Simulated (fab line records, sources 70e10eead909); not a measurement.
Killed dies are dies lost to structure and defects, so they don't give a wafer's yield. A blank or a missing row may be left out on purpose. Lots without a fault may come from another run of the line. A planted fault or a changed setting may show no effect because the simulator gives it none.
Chamber matching | flow nand_harc | NHARC_A_CONTACT_ETCH_106 on rie_diel-06: 4 sister chambers
The step etches the open film in CF4/O2, target depth 90 nm, overetch 9 nm, time 49.5 s. 4 wafers are shown with their chamber, then 10 later ones without.

WAFERS WITH THEIR CHAMBER
wafer  | chamber | showerhead_plenum_p_Torr (Torr)
L076.3 | 2       | 1.27
L084.2 | 0       | 1.36
L085.2 | 3       | 1.27
L085.3 | 1       | 1.44

WAFERS WITHOUT THEIR CHAMBER
wafer  | showerhead_plenum_p_Torr (Torr)
L085.4 | 1.26
L088.3 | 1.26
L088.4 | 1.36
L088.6 | 1.26
L092.4 | 1.43
L092.5 | 1.43
L092.6 | 1.26
L097.1 | 1.26
L097.2 | 1.36
L097.5 | 1.43

WHICH CHAMBER EACH WENT THROUGH
wafer  | from the rows above     | in truth
L085.4 | can't be placed: 2 or 3 | 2
L088.3 | can't be placed: 2 or 3 | 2
L088.4 | 0                       | 0
L088.6 | can't be placed: 2 or 3 | 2
L092.4 | 1                       | 1
L092.5 | 1                       | 1
L092.6 | can't be placed: 2 or 3 | 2
L097.1 | can't be placed: 2 or 3 | 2
L097.2 | 0                       | 0
L097.5 | 1                       | 1
Placed correctly: 5 of 10. Can't be placed from these rows: 5 (the true chamber is among the candidates in 5). Placed wrongly: 0.
How it was worked out, from the rows above alone: a wafer's distance from a chamber is the root of the sum, over the readings, of the square of ((its reading less the chamber's mean) divided by the reading's scatter). The wafer belongs to the nearest chamber; if the next one is less than 2 further off, it can't be placed. A chamber's mean is the mean of its shown wafers. The scatter: with one shown wafer a chamber, the root of the mean of the squares of how far each hidden wafer lies from its nearest shown one.
